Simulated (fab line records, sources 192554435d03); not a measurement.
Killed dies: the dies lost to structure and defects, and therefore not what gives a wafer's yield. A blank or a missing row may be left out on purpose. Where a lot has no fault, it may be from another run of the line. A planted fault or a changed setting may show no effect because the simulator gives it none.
fab line records	flow n5Finfet
record: lots: 24	wafers: 72	lastDay: 18
route steps=1938 shown SD_EPI_N@279 SD_EPI_P@316 SD_ACTIVATION@331 SDB@369
lots that met no fault: taken from a fault-free run of the same line
startH: the number of hours between the record's first day and the start of the first shown wafer of the lot	waitH: hours from the lot's prior step to this one	" identical to the entry in the row above	L1.1+2: one row covering several wafers at once	- no value, or no start was given	* or withheld: withheld	< > ~ a bound
route shown NAME@n: names a module that has steps shown in the file, with the first one's number in the route	usual: mean and standard deviation over wafers with no fault	same: alike in all rows	chamber/n: place in a boat	sites: readings site by site	_std_site: standard deviation across them	_edge_site: outer sites' mean less inner sites'	radiusMm: how far each site lies from the wafer's centre	mask NAME#n: copy n	behind: tool/chamber where the wafer was last shaped	hold: cause of the lot's hold/its duration in hours/its outcome	device: names the non-switching transistor (n, p or np)	end of line: at the end of the route, the tests of the same wafers	for a step that has no rows: nothing shown but its recipe	killed: not the wafer's yield, but the dies lost to structure and defects at the first sort	map: shows each die of a wafer: x if killed, . if not, _ if none is there
set.NAME: the setting that was run; set.NAME@STEP: the one run at that earlier step	model.NAME: the simulator's own value behind a step, which no gauge read
route steps across a sampled set of lots; one table per step, one row per wafer
services: a tool's chamber out of use, with start hour (startH, from the record's first day; less than 0 if before it), hours out, and reason
== steps ==
step: N5_SD_EPI_N_ETCH_16
recipe: chemistry: CHF3/O2	target: SiO2	targetDepthA: 50	maskMaterial: SOC	pressureMtorr: 30	sourceW: 650	biasW: 170	Ar_flow_sccm: 200	CHF3_flow_sccm: 50	O2_flow_sccm: 5	ionEnergyEv: 200
usual: drypumpMotorCurrentA: 5.7/0.4	oesProductAu: 0.80/0.086	rfVppV: 519/15	showerheadPlenumPTorr: 2.41/0.072	throttleValvePct: 18.83/0.23
lot.wafer	tool	chamber	startH	waitH	drypumpMotorCurrentA	oesProductAu	rfHoursCounterH	rfVppV	showerheadPlenumPTorr	throttleValvePct
L074.1	rieDiel-04	3	48.44	0.1	5.2	0.88	47	508	2.37	18.98
L074.3	"	1	"	"	5.9	0.71	198	547	2.49	19.12
L074.4	"	2	"	"	6.0	0.75	143	516	2.40	18.56
L075.1	rieDiel-04	2	59.69	0.1	6.0	0.73	149	515	2.40	18.53
L075.4	"	3	"	"	5.2	0.86	52	507	2.36	19.00
L075.6	"	1	"	"	5.9	0.70	-	547	2.49	19.12
L076.4	rieDiel-04	3	60.48	0.1	5.2	0.87	53	507	2.36	18.99
L076.5	"	3	"	"	5.2	0.87	-	508	2.36	19.01
L076.6	"	0	"	"	5.9	0.82	-	509	2.35	18.62
L077.3	rieDiel-06	3	67.07	0.1	5.0	0.96	5	505	2.37	18.80
L077.5	"	1	"	"	6.3	0.70	-	497	2.27	19.04
L077.6	"	2	"	"	5.8	0.95	-	522	2.46	18.70
L078.1	rieDiel-01	3	75.16	0.1	6.2	0.73	214	531	2.36	18.86
L078.2	"	0	"	"	5.1	0.89	35	537	2.54	18.70
L078.3	"	1	"	"	5.3	0.73	216	532	2.39	19.22
L079.2	rieDiel-01	1	88.09	0.1	5.4	0.73	220	535	2.38	19.22
L079.4	"	0	"	"	5.2	0.87	39	536	2.54	18.74
L079.5	"	1	"	"	5.3	0.73	-	533	2.38	19.22
L080.1	rieDiel-01	2	90.05	0.1	5.6	0.91	20	502	2.35	18.54
L080.4	"	0	"	"	5.2	0.87	40	536	2.54	18.71
L080.5	"	2	"	"	5.5	0.91	-	504	2.35	18.54
L081.1	rieDiel-04	3	97.91	0.1	5.1	0.85	65	509	2.36	19.02
L081.2	"	1	"	"	5.9	0.69	213	547	2.49	19.14
L081.6	"	3	"	"	5.1	0.86	-	507	2.36	19.00
L082.1	rieDiel-01	1	97.93	0.1	5.4	0.72	224	534	2.38	19.23
L082.3	"	0	"	"	5.2	0.86	43	536	2.54	18.74
L082.4	"	2	"	"	5.6	0.91	23	502	2.35	18.56
L083.3	rieDiel-04	1	104.83	0.1	5.8	0.69	216	547	2.49	19.15
L083.5	"	1	"	"	5.9	0.69	-	547	2.49	19.15
L083.6	"	0	"	"	5.9	0.81	-	510	2.34	18.64
L084.1	rieDiel-04	1	112.96	0.1	5.9	0.69	220	547	2.49	19.15
L084.2	"	3	"	"	5.2	0.85	70	508	2.36	19.01
L084.5	"	1	"	"	5.9	0.68	-	546	2.49	19.16
L085.2	rieDiel-01	2	117.87	0.1	5.6	0.89	31	502	2.34	18.55
L085.4	"	0	"	"	5.2	0.86	49	536	2.53	18.72
L085.6	"	1	"	"	5.3	0.72	-	534	2.38	19.25
L086.3	rieDiel-06	0	121.26	0.1	5.2	0.74	182	508	2.50	18.68
L086.4	"	2	"	"	5.8	0.90	43	523	2.45	18.73
L086.6	"	1	"	"	6.3	0.97	-	507	2.55	18.66
L087.2	rieDiel-01	0	133.08	0.1	5.2	0.85	54	537	2.53	18.75
L087.4	"	2	"	"	5.6	0.88	38	503	2.34	18.56
L087.6	"	2	"	"	5.6	0.89	-	501	2.34	18.55
L088.2	rieDiel-04	2	133.56	0.1	6.0	0.70	170	515	2.39	18.57
L088.4	"	3	"	"	5.2	0.83	75	507	2.36	19.03
L088.6	"	2	"	"	6.0	0.71	-	515	2.39	18.57
L089.1	rieDiel-01	2	143.02	0.1	5.6	0.88	41	502	2.34	18.58
L089.3	"	1	"	"	5.3	0.72	241	534	2.38	19.28
L089.6	"	3	"	"	6.1	0.70	-	531	2.35	18.88
L090.2	rieDiel-04	2	144.81	0.1	6.0	0.71	174	516	2.39	18.59
L090.3	"	0	"	"	6.0	0.79	107	509	2.34	18.67
L090.5	"	1	"	"	5.8	0.67	-	547	2.48	19.16
L091.3	rieDiel-04	3	151.37	0.1	5.2	0.84	81	508	2.35	19.03
L091.4	"	0	"	"	5.9	0.79	111	509	2.34	18.64
L091.6	"	0	"	"	5.9	0.80	-	509	2.34	18.67
L092.2	rieDiel-06	1	158.54	0.1	6.3	0.91	17	505	2.55	18.69
L092.3	"	0	"	"	5.1	0.71	197	507	2.50	18.71
L092.5	"	2	"	"	5.8	0.88	-	522	2.45	18.75
L093.2	rieDiel-06	0	167.09	0.1	5.2	0.72	200	507	2.50	18.71
L093.5	"	2	"	"	5.8	0.88	-	521	2.45	18.74
L093.6	"	1	"	"	6.4	0.91	-	504	2.55	18.70
L094.2	rieDiel-04	1	169.94	0.1	5.9	0.67	242	547	2.48	19.17
L094.4	"	3	"	"	5.1	0.83	88	507	2.35	19.04
L094.5	"	2	"	"	6.0	0.70	-	517	2.39	18.61
L095.1	rieDiel-06	2	181.24	0.1	5.8	0.88	64	522	2.44	18.77
L095.2	"	1	"	"	6.4	0.91	25	503	2.54	18.70
L095.3	"	0	"	"	5.2	0.71	205	507	2.49	18.73
L096.3	rieDiel-04	3	182.38	0.1	5.1	0.83	92	507	2.35	19.05
L096.5	"	3	"	"	5.1	0.82	-	507	2.35	19.04
L096.6	"	2	"	"	6.0	0.70	-	514	2.39	18.59
L097.1	rieDiel-06	3	187.27	0.1	5.1	0.86	51	505	2.35	18.88
L097.3	"	0	"	"	5.2	0.71	208	506	2.49	18.74
L097.4	"	1	"	"	6.4	0.90	27	505	2.54	18.69
step: N5_SD_EPI_N_STRIP_38
recipe: chemistry: N2/H2	powerW: 1000	tempC: 250	h2Frac: 0.65	overashFraction: 0.3	pressureMtorr: withheld	n2FlowSccm: 1750	h2FlowSccm: 3250
usual: drypumpMotorCurrentA: 5.5/0.34	heaterPowerW: 340/40	oesProductAu: 0.761/0.012
lot.wafer	tool	chamber	startH	waitH	drypumpMotorCurrentA	heaterPowerW	oesProductAu	rfHoursCounterH
L074.1	plasmaAsher-02	1	48.61	0.1	4.9	293	0.759	82
L074.3	"	1	"	"	4.9	292	0.758	-
L074.4	"	0	"	"	5.8	307	0.758	-
L075.1	plasmaAsher-01	0	59.86	0.1	5.7	392	0.751	32
L075.4	"	1	"	"	5.5	353	0.773	-
L075.6	"	1	"	"	5.4	359	0.774	-
L076.4	plasmaAsher-01	0	60.66	0.1	5.6	392	0.758	-
L076.5	"	0	"	"	5.6	389	0.777	-
L076.6	"	1	"	"	5.5	363	0.754	-
L077.3	plasmaAsher-01	1	67.26	0.1	5.4	362	0.742	-
L077.5	"	1	"	"	5.5	363	0.781	-
L077.6	"	0	"	"	5.7	387	0.757	-
L078.1	plasmaAsher-02	1	75.32	0.1	4.9	295	0.769	87
L078.2	"	0	"	"	5.8	301	0.765	87
L078.3	"	0	"	"	5.8	302	0.778	-
L079.2	plasmaAsher-02	1	88.26	0.1	4.9	292	0.747	90
L079.4	"	0	"	"	5.8	302	0.758	-
L079.5	"	1	"	"	4.9	301	0.737	-
L080.1	plasmaAsher-01	0	90.21	0.1	5.7	381	0.744	39
L080.4	"	0	"	"	5.6	389	0.754	-
L080.5	"	1	"	"	5.4	361	0.740	-
L081.1	plasmaAsher-02	0	98.07	0.1	5.8	308	0.746	92
L081.2	"	1	"	"	4.8	297	0.757	92
L081.6	"	1	"	"	4.9	287	0.752	-
L082.1	plasmaAsher-01	0	98.10	0.1	5.7	383	0.764	40
L082.3	"	1	"	"	5.4	364	0.770	-
L082.4	"	0	"	"	5.6	391	0.767	-
L083.3	plasmaAsher-02	0	105.02	0.1	5.8	304	0.772	-
L083.5	"	0	"	"	5.8	305	0.743	-
L083.6	"	1	"	"	4.9	296	0.773	-
L084.1	plasmaAsher-02	1	113.13	0.1	4.9	294	0.775	94
L084.2	"	0	"	"	5.8	303	0.764	94
L084.5	"	0	"	"	5.8	302	0.769	-
L085.2	plasmaAsher-01	1	118.04	0.1	5.5	362	0.773	43
L085.4	"	1	"	"	5.4	359	0.749	-
L085.6	"	1	"	"	5.5	352	0.786	-
L086.3	plasmaAsher-01	0	121.44	0.1	5.7	389	0.757	-
L086.4	"	1	"	"	5.5	357	0.777	-
L086.6	"	0	"	"	5.6	381	0.753	-
L087.2	plasmaAsher-01	0	133.24	0.1	5.7	398	0.765	46
L087.4	"	1	"	"	5.5	351	0.772	-
L087.6	"	0	"	"	5.7	397	0.758	-
L088.2	plasmaAsher-02	0	133.73	0.1	5.8	305	0.755	99
L088.4	"	1	"	"	4.9	293	0.745	-
L088.6	"	1	"	"	4.9	290	0.748	-
L089.1	plasmaAsher-01	1	143.19	0.1	5.4	355	0.763	48
L089.3	"	1	"	"	5.4	351	0.745	-
L089.6	"	0	"	"	5.6	388	0.770	-
L090.2	plasmaAsher-01	1	144.99	0.1	5.5	355	0.751	49
L090.3	"	1	"	"	5.4	366	0.777	-
L090.5	"	1	"	"	5.5	358	0.752	-
L091.3	plasmaAsher-02	0	151.56	0.1	5.8	299	0.749	-
L091.4	"	1	"	"	4.8	291	0.748	-
L091.6	"	1	"	"	4.9	296	0.781	-
L092.2	plasmaAsher-02	1	158.70	0.1	4.9	297	0.768	105
L092.3	"	0	"	"	5.8	311	0.769	-
L092.5	"	1	"	"	4.9	293	0.755	-
L093.2	plasmaAsher-01	1	167.25	0.1	5.5	362	0.753	53
L093.5	"	0	"	"	5.7	398	0.748	-
L093.6	"	1	"	"	5.4	360	0.768	-
L094.2	plasmaAsher-01	0	170.12	0.1	5.7	382	0.748	54
L094.4	"	1	"	"	5.5	362	0.769	-
L094.5	"	0	"	"	5.7	403	0.763	-
L095.1	plasmaAsher-02	0	181.41	0.1	5.8	298	0.764	109
L095.2	"	1	"	"	4.9	292	0.765	109
L095.3	"	0	"	"	5.8	307	0.741	-
L096.3	plasmaAsher-02	1	182.56	0.1	4.9	292	0.767	-
L096.5	"	0	"	"	5.8	311	0.779	-
L096.6	"	1	"	"	4.9	292	0.746	-
L097.1	plasmaAsher-01	0	187.43	0.1	5.7	373	0.757	58
L097.3	"	0	"	"	5.6	389	0.754	-
L097.4	"	1	"	"	5.5	362	0.750	-
step: N5_SD_EPI_N_LINER_46
recipe: material: SiNx	targetThkA: 30	tempC: 400	aldPrecursorFamily: SiH2I2	aldCoReactant: N2/H2-plasma	pressureTorr: 2
usual: heaterPowerW: 859/75
lot.wafer	tool	chamber	startH	waitH	heaterPowerW
L074.1	aldSin-02	0	52.53	0.4	964
L074.3	"	2	"	"	724
L074.4	"	3	"	"	994
L075.1	aldSin-02	0	62.86	0.3	955
L075.4	"	1	"	"	914
L075.6	"	3	"	"	977
L076.4	aldSin-01	3	63.56	0.1	810
L076.5	"	2	"	"	839
L076.6	"	1	"	"	859
L077.3	aldSin-02	0	70.90	0.1	975
L077.5	"	3	"	"	990
L077.6	"	0	"	"	961
L078.1	aldSin-04	1	78.99	0.2	850
L078.2	"	0	"	"	789
L078.3	"	3	"	"	761
L079.2	aldSin-02	2	91.91	0.1	748
L079.4	"	1	"	"	927
L079.5	"	3	"	"	966
L080.1	aldSin-04	2	93.13	0.2	924
L080.4	"	0	"	"	811
L080.5	"	0	"	"	776
L081.1	aldSin-04	2	101.15	0.2	926
L081.2	"	0	"	"	784
L081.6	"	0	"	"	807
L082.1	aldSin-04	3	101.36	0.3	780
L082.3	"	0	"	"	786
L082.4	"	0	"	"	802
L083.3	aldSin-04	0	108.29	0.5	801
L083.5	"	3	"	"	781
L083.6	"	2	"	"	926
L084.1	aldSin-01	2	116.04	0.2	856
L084.2	"	3	"	"	824
L084.5	"	3	"	"	816
L085.2	aldSin-01	1	120.97	0.2	839
L085.4	"	3	"	"	796
L085.6	"	3	"	"	807
L086.3	aldSin-02	1	124.36	0.1	910
L086.4	"	0	"	"	981
L086.6	"	1	"	"	909
L087.2	aldSin-04	0	136.18	0.1	814
L087.4	"	3	"	"	792
L087.6	"	3	"	"	801
L088.2	aldSin-04	0	136.65	0.1	781
L088.4	"	2	"	"	917
L088.6	"	1	"	"	833
L089.1	aldSin-02	1	146.10	0.2	912
L089.3	"	3	"	"	981
L089.6	"	0	"	"	962
L090.2	aldSin-04	2	147.98	0.1	942
L090.3	"	3	"	"	766
L090.5	"	2	"	"	982
L091.3	aldSin-04	2	155.46	0.1	932
L091.4	"	2	"	"	935
L091.6	"	1	"	"	816
L092.2	aldSin-04	3	161.80	0.3	801
L092.3	"	1	"	"	818
L092.5	"	1	"	"	799
L093.2	aldSin-02	1	170.16	0.1	908
L093.5	"	2	"	"	716
L093.6	"	1	"	"	907
L094.2	aldSin-01	3	173.23	0.3	829
L094.4	"	2	"	"	864
L094.5	"	3	"	"	848
L095.1	aldSin-01	1	185.30	1.1	863
L095.2	"	3	"	"	820
L095.3	"	0	"	"	810
L096.3	aldSin-04	3	186.29	0.2	763
L096.5	"	1	"	"	823
L096.6	"	0	"	"	799
L097.1	aldSin-04	0	190.34	0.2	796
L097.3	"	3	"	"	792
L097.4	"	3	"	"	781
step: N5_SD_EPI_P_STRIP_40
recipe: chemistry: N2/H2	powerW: 1000	tempC: 250	h2Frac: 0.65	overashFraction: 0.3	pressureMtorr: withheld	n2FlowSccm: 1750	h2FlowSccm: 3250
usual: drypumpMotorCurrentA: 5.4/0.35	heaterPowerW: 337/40	oesProductAu: 0.763/0.011
lot.wafer	tool	chamber	startH	waitH	drypumpMotorCurrentA	heaterPowerW	oesProductAu	rfHoursCounterH
L074.1	plasmaAsher-01	0	53.97	0.0	5.7	389	0.744	31
L074.3	"	1	"	"	5.4	359	0.778	-
L074.4	"	0	"	"	5.6	391	0.761	-
L075.1	plasmaAsher-02	1	64.58	0.0	4.9	292	0.778	85
L075.4	"	1	"	"	4.9	286	0.767	-
L075.6	"	1	"	"	4.9	292	0.765	-
L076.4	plasmaAsher-02	1	65.28	0.0	4.9	295	0.750	-
L076.5	"	1	"	"	4.9	295	0.758	-
L076.6	"	0	"	"	5.8	300	0.751	-
L077.3	plasmaAsher-01	1	72.37	0.0	5.5	359	0.745	-
L077.5	"	0	"	"	5.7	393	0.748	-
L077.6	"	1	"	"	5.4	358	0.763	-
L078.1	plasmaAsher-02	1	80.57	0.0	4.8	299	0.748	88
L078.2	"	0	"	"	5.8	303	0.762	88
L078.3	"	0	"	"	5.8	308	0.766	-
L079.2	plasmaAsher-01	1	93.50	0.0	5.4	367	0.762	40
L079.4	"	0	"	"	5.7	394	0.765	-
L079.5	"	1	"	"	5.5	357	0.760	-
L080.1	plasmaAsher-01	1	94.85	0.0	5.4	359	0.750	40
L080.4	"	0	"	"	5.7	396	0.757	-
L080.5	"	0	"	"	5.7	396	0.757	-
L081.1	plasmaAsher-01	1	102.80	0.0	5.4	362	0.752	41
L081.2	"	0	"	"	5.7	391	0.781	41
L081.6	"	0	"	"	5.6	391	0.752	-
L082.1	plasmaAsher-02	1	103.15	0.0	4.9	300	0.761	93
L082.3	"	1	"	"	4.9	299	0.762	-
L082.4	"	0	"	"	5.8	301	0.769	-
L083.3	plasmaAsher-01	0	110.17	0.0	5.7	388	0.766	-
L083.5	"	0	"	"	5.6	394	0.758	-
L083.6	"	1	"	"	5.4	355	0.751	-
L084.1	plasmaAsher-01	1	117.78	0.2	5.4	362	0.784	43
L084.2	"	0	"	"	5.6	387	0.758	43
L084.5	"	0	"	"	5.7	396	0.725	-
L085.2	plasmaAsher-02	0	122.43	0.0	5.8	299	0.761	96
L085.4	"	1	"	"	4.9	293	0.759	-
L085.6	"	1	"	"	4.9	291	0.753	-
L086.3	plasmaAsher-02	1	126.13	0.0	4.9	292	0.762	-
L086.4	"	0	"	"	5.8	309	0.775	-
L086.6	"	1	"	"	4.9	289	0.774	-
L087.2	plasmaAsher-02	0	137.75	0.0	5.8	301	0.760	100
L087.4	"	1	"	"	4.9	294	0.778	-
L087.6	"	0	"	"	5.8	302	0.747	-
L088.2	plasmaAsher-02	0	138.31	0.0	5.8	318	0.765	100
L088.4	"	0	"	"	5.8	300	0.770	-
L088.6	"	1	"	"	4.9	291	0.748	-
L089.1	plasmaAsher-01	0	147.55	0.0	5.6	396	0.755	49
L089.3	"	0	"	"	5.7	389	0.739	-
L089.6	"	0	"	"	5.6	393	0.765	-
L090.2	plasmaAsher-02	1	149.76	0.0	4.9	292	0.756	103
L090.3	"	0	"	"	5.8	297	0.759	-
L090.5	"	1	"	"	4.9	294	0.773	-
L091.3	plasmaAsher-01	1	157.05	0.0	5.4	366	0.768	-
L091.4	"	0	"	"	5.7	394	0.756	-
L091.6	"	1	"	"	5.4	360	0.768	-
L092.2	plasmaAsher-02	0	163.40	0.0	5.8	308	0.772	106
L092.3	"	1	"	"	4.9	296	0.778	-
L092.5	"	0	"	"	5.8	295	0.764	-
L093.2	plasmaAsher-01	0	171.61	0.0	5.6	387	0.783	54
L093.5	"	1	"	"	5.4	366	0.766	-
L093.6	"	0	"	"	5.7	389	0.789	-
L094.2	plasmaAsher-02	1	174.80	0.0	4.9	296	0.760	108
L094.4	"	1	"	"	4.9	307	0.764	-
L094.5	"	0	"	"	5.8	298	0.767	-
L095.1	plasmaAsher-01	0	186.87	0.0	5.7	390	0.750	58
L095.2	"	1	"	"	5.4	349	0.759	58
L095.3	"	0	"	"	5.6	388	0.769	-
L096.3	plasmaAsher-02	0	187.88	0.0	5.8	300	0.766	-
L096.5	"	0	"	"	5.8	306	0.758	-
L096.6	"	1	"	"	4.9	302	0.775	-
L097.1	plasmaAsher-01	0	191.79	0.0	5.6	378	0.760	59
L097.3	"	1	"	"	5.4	359	0.773	-
L097.4	"	0	"	"	5.7	403	0.783	-
step: N5_SD_ACTIVATION_LSA_01
recipe: tempC: 1080	timeS: 0.0008	ambient: N2
usual: wafer_temp_C_max: 1084.9/3
same: timeS: 0.0008
lot.wafer	tool	chamber	startH	waitH	wafer_temp_C_max
L074.1	laserAnneal-02	0	57.92	0.2	1083.3
L074.3	"	0	"	"	1083.0
L074.4	"	0	"	"	1083.8
L075.1	laserAnneal-01	0	67.70	0.2	1086.7
L075.4	"	0	"	"	1087.0
L075.6	"	0	"	"	1090.3
L076.4	laserAnneal-02	0	68.49	0.2	1082.4
L076.5	"	0	"	"	1082.0
L076.6	"	0	"	"	1083.0
L077.3	laserAnneal-01	0	75.94	0.2	1088.4
L077.5	"	0	"	"	1086.5
L077.6	"	0	"	"	1089.7
L078.1	laserAnneal-02	0	84.52	0.2	1081.9
L078.2	"	0	"	"	1081.4
L078.3	"	0	"	"	1082.7
L079.2	laserAnneal-01	0	96.65	0.2	1088.1
L079.4	"	0	"	"	1090.3
L079.5	"	0	"	"	1087.9
L080.1	laserAnneal-02	0	98.82	0.2	1082.7
L080.4	"	0	"	"	1082.8
L080.5	"	0	"	"	1083.5
L081.1	laserAnneal-01	0	105.93	0.2	1087.4
L081.2	"	0	"	"	1091.6
L081.6	"	0	"	"	1087.8
L082.1	laserAnneal-02	0	106.35	0.2	1082.7
L082.3	"	0	"	"	1081.5
L082.4	"	0	"	"	1082.2
L083.3	laserAnneal-01	0	113.39	0.2	1088.6
L083.5	"	0	"	"	1088.2
L083.6	"	0	"	"	1090.0
L084.1	laserAnneal-02	0	120.90	0.2	1083.0
L084.2	"	0	"	"	1082.4
L084.5	"	0	"	"	1083.1
L085.2	laserAnneal-01	0	125.58	0.2	1086.3
L085.4	"	0	"	"	1089.5
L085.6	"	0	"	"	1086.4
L086.3	laserAnneal-02	0	129.30	0.2	1082.3
L086.4	"	0	"	"	1082.3
L086.6	"	0	"	"	1083.5
L087.2	laserAnneal-01	0	141.89	0.2	1087.4
L087.4	"	0	"	"	1092.7
L087.6	"	0	"	"	1086.8
L088.2	laserAnneal-02	0	142.07	0.2	1083.2
L088.4	"	0	"	"	1081.2
L088.6	"	0	"	"	1083.3
L089.1	laserAnneal-02	0	150.67	0.2	1082.3
L089.3	"	0	"	"	1081.9
L089.6	"	0	"	"	1081.7
L090.2	laserAnneal-02	0	153.08	0.2	1083.0
L090.3	"	0	"	"	1083.3
L090.5	"	0	"	"	1082.8
L091.3	laserAnneal-02	0	160.43	0.2	1082.9
L091.4	"	0	"	"	1083.0
L091.6	"	0	"	"	1082.3
L092.2	laserAnneal-02	0	166.62	0.2	1081.6
L092.3	"	0	"	"	1082.0
L092.5	"	0	"	"	1083.1
L093.2	laserAnneal-01	0	174.75	0.2	1088.2
L093.5	"	0	"	"	1087.9
L093.6	"	0	"	"	1086.9
L094.2	laserAnneal-02	0	178.29	0.2	1082.2
L094.4	"	0	"	"	1081.7
L094.5	"	0	"	"	1082.4
L095.1	laserAnneal-01	0	189.98	0.2	1091.1
L095.2	"	0	"	"	1087.9
L095.3	"	0	"	"	1089.1
L096.3	laserAnneal-02	0	191.15	0.2	1082.6
L096.5	"	0	"	"	1084.4
L096.6	"	0	"	"	1082.4
L097.1	laserAnneal-01	0	195.31	0.2	1088.6
L097.3	"	0	"	"	1087.1
L097.4	"	0	"	"	1086.6
step: N5_SDB_CUT_ETCH_26
recipe: chemistry: HBr/Cl2/O2	target: Si	targetDepthA: 1296	btTimeS: 20	maskMaterial: SiNx	timeS: 51.8	ionEnergyEv: *	biasW: *	pressureMtorr: 10	icpW: 800	HBr_flow_sccm: 150	Cl2_flow_sccm: 80	O2_flow_sccm: 12
usual: drypumpMotorCurrentA: 5.6/0.53	mfcCl2Sccm: 80.00/0.25	oesProductAu: 0.997/0.019	throttleValvePct: 37.1/0.47
same: timeS: 51.8
lot.wafer	tool	chamber	startH	waitH	drypumpMotorCurrentA	mfcCl2Sccm	oesProductAu	rfHoursCounterH	throttleValvePct
L074.1	rieSi-03	3	65.93	0.1	5.5	79.88	1.031	42	37.5
L074.3	"	2	"	"	5.7	80.06	0.980	120	36.4
L074.4	"	1	"	"	5.1	80.00	0.998	143	36.6
L075.1	rieSi-01	1	76.00	0.1	5.6	79.75	0.974	75	37.6
L075.4	"	3	"	"	4.7	79.94	0.975	47	37.3
L075.6	"	3	"	"	4.7	79.91	0.982	-	37.3
L076.4	rieSi-02	1	76.31	0.1	5.6	79.98	1.017	0	37.1
L076.5	"	0	"	"	6.2	80.40	1.007	-	37.7
L076.6	"	1	"	"	5.5	79.98	1.025	-	37.1
L077.3	rieSi-03	3	84.13	0.1	5.5	80.00	1.036	42	37.5
L077.5	"	0	"	"	6.4	79.93	0.986	-	36.7
L077.6	"	3	"	"	5.5	80.07	1.027	-	37.5
L078.1	rieSi-03	2	93.37	0.1	5.7	80.28	0.984	120	36.4
L078.2	"	3	"	"	5.6	79.94	1.029	42	37.5
L078.3	"	0	"	"	6.4	80.27	0.979	113	36.7
L079.2	rieSi-02	3	106.14	0.1	4.8	80.46	1.001	28	36.6
L079.4	"	3	"	"	4.8	80.10	1.006	-	36.6
L079.5	"	0	"	"	6.2	79.71	0.991	-	37.7
L080.1	rieSi-03	1	107.09	0.1	5.1	79.87	0.993	144	36.6
L080.4	"	3	"	"	5.6	80.32	1.030	43	37.5
L080.5	"	0	"	"	6.4	80.00	0.997	-	36.7
L081.1	rieSi-03	3	114.18	0.1	5.5	80.12	1.034	43	37.5
L081.2	"	2	"	"	5.7	80.33	0.990	121	36.4
L081.6	"	1	"	"	5.1	79.76	0.998	-	36.6
L082.1	rieSi-01	2	114.48	0.1	5.5	80.00	0.984	164	37.7
L082.3	"	1	"	"	5.6	80.34	0.969	76	37.6
L082.4	"	0	"	"	6.2	79.92	1.018	80	37.3
L083.3	rieSi-01	3	121.75	0.1	4.7	80.06	0.976	48	37.3
L083.5	"	3	"	"	4.7	80.59	0.976	-	37.3
L083.6	"	0	"	"	6.2	79.99	1.019	-	37.3
L084.1	rieSi-01	0	130.32	0.1	6.2	79.92	1.016	80	37.3
L084.2	"	1	"	"	5.6	80.28	0.968	76	37.6
L084.5	"	0	"	"	6.2	79.86	1.018	-	37.3
L085.2	rieSi-03	2	133.71	0.1	5.7	80.18	0.986	121	36.4
L085.4	"	0	"	"	6.4	80.40	0.990	114	36.7
L085.6	"	0	"	"	6.4	80.17	0.985	-	36.7
L086.3	rieSi-03	2	137.25	0.1	5.7	79.91	0.983	121	36.4
L086.4	"	1	"	"	5.1	79.82	1.004	145	36.6
L086.6	"	1	"	"	5.1	79.70	1.004	-	36.6
L087.2	rieSi-03	1	150.28	0.1	5.1	79.52	0.993	145	36.6
L087.4	"	3	"	"	5.5	80.05	1.021	43	37.5
L087.6	"	2	"	"	5.7	79.54	0.983	-	36.4
L088.2	rieSi-01	1	150.49	0.1	5.6	79.84	0.971	77	37.6
L088.4	"	3	"	"	4.7	79.27	0.973	49	37.3
L088.6	"	1	"	"	5.6	80.06	0.975	-	37.6
L089.1	rieSi-01	0	159.42	0.1	6.2	79.94	1.025	81	37.3
L089.3	"	2	"	"	5.5	79.34	0.986	165	37.7
L089.6	"	1	"	"	5.6	79.47	0.977	-	37.6
L090.2	rieSi-01	3	161.27	0.1	4.7	80.39	0.989	49	37.3
L090.3	"	2	"	"	5.5	80.43	0.990	165	37.7
L090.5	"	1	"	"	5.6	80.27	0.974	-	37.6
L091.3	rieSi-03	3	168.52	0.1	5.5	79.76	1.035	44	37.5
L091.4	"	0	"	"	6.4	80.06	0.990	114	36.7
L091.6	"	2	"	"	5.6	80.06	0.978	-	36.4
L092.2	rieSi-02	3	175.13	0.1	4.8	79.83	0.997	29	36.6
L092.3	"	0	"	"	6.2	79.90	1.007	38	37.7
L092.5	"	3	"	"	4.8	80.01	1.008	-	36.6
L093.2	rieSi-03	1	183.10	0.1	5.1	80.38	1.000	146	36.6
L093.5	"	1	"	"	5.1	79.32	0.995	-	36.6
L093.6	"	0	"	"	6.4	80.05	0.984	-	36.7
L094.2	rieSi-01	2	187.21	0.1	5.5	79.50	0.989	165	37.7
L094.4	"	1	"	"	5.6	79.72	0.971	77	37.6
L094.5	"	1	"	"	5.6	80.09	0.978	-	37.6
L095.1	rieSi-03	1	198.51	0.1	5.1	80.36	0.999	146	36.6
L095.2	"	2	"	"	5.7	80.00	0.984	122	36.4
L095.3	"	3	"	"	5.6	79.72	1.024	44	37.5
L096.3	rieSi-01	2	199.20	0.1	5.5	79.63	0.984	166	37.7
L096.5	"	0	"	"	6.3	80.47	1.018	-	37.3
L096.6	"	1	"	"	5.6	79.92	0.965	-	37.6
L097.1	rieSi-03	2	204.33	0.1	5.7	79.89	0.977	122	36.4
L097.3	"	0	"	"	6.4	80.24	0.989	115	36.7
L097.4	"	3	"	"	5.6	79.76	1.035	44	37.5
== services ==
tool	chamber	startH	hours	kind
aldSin-04	3	28.91	11.9	repair
rieDiel-04	1	51.36	4.4	repair
aldSin-04	-	56.55	1.3	repair
aldSin-02	2	56.64	15.4	repair
rieSi-01	0	63.89	7.6	repair
laserAnneal-01	-	69.41	3.7	pm
rieSi-02	2	100.50	7.3	repair
aldSin-01	2	101.12	6.2	repair
rieSi-03	0	117.93	4.8	repair
rieDiel-04	3	122.87	3.9	repair
rieDiel-04	-	126.60	2.8	pm
aldSin-02	2	130.82	3.4	repair
rieDiel-01	-	144.78	4.3	pm
laserAnneal-01	-	147.96	22.2	repair
rieSi-02	0	148.94	4.1	repair
aldSin-04	0	151.87	11.8	repair
rieDiel-06	3	173.08	5.7	repair
aldSin-02	-	177.38	14.0	pm
rieSi-02	3	183.08	3.6	repair
rieDiel-04	3	185.80	9.3	repair
laserAnneal-02	-	186.47	2.3	pm
rieSi-02	-	193.41	0.1	repair
rieDiel-04	1	195.45	-	clean
aldSin-02	1	203.12	14.9	repair
== key ==
fault none
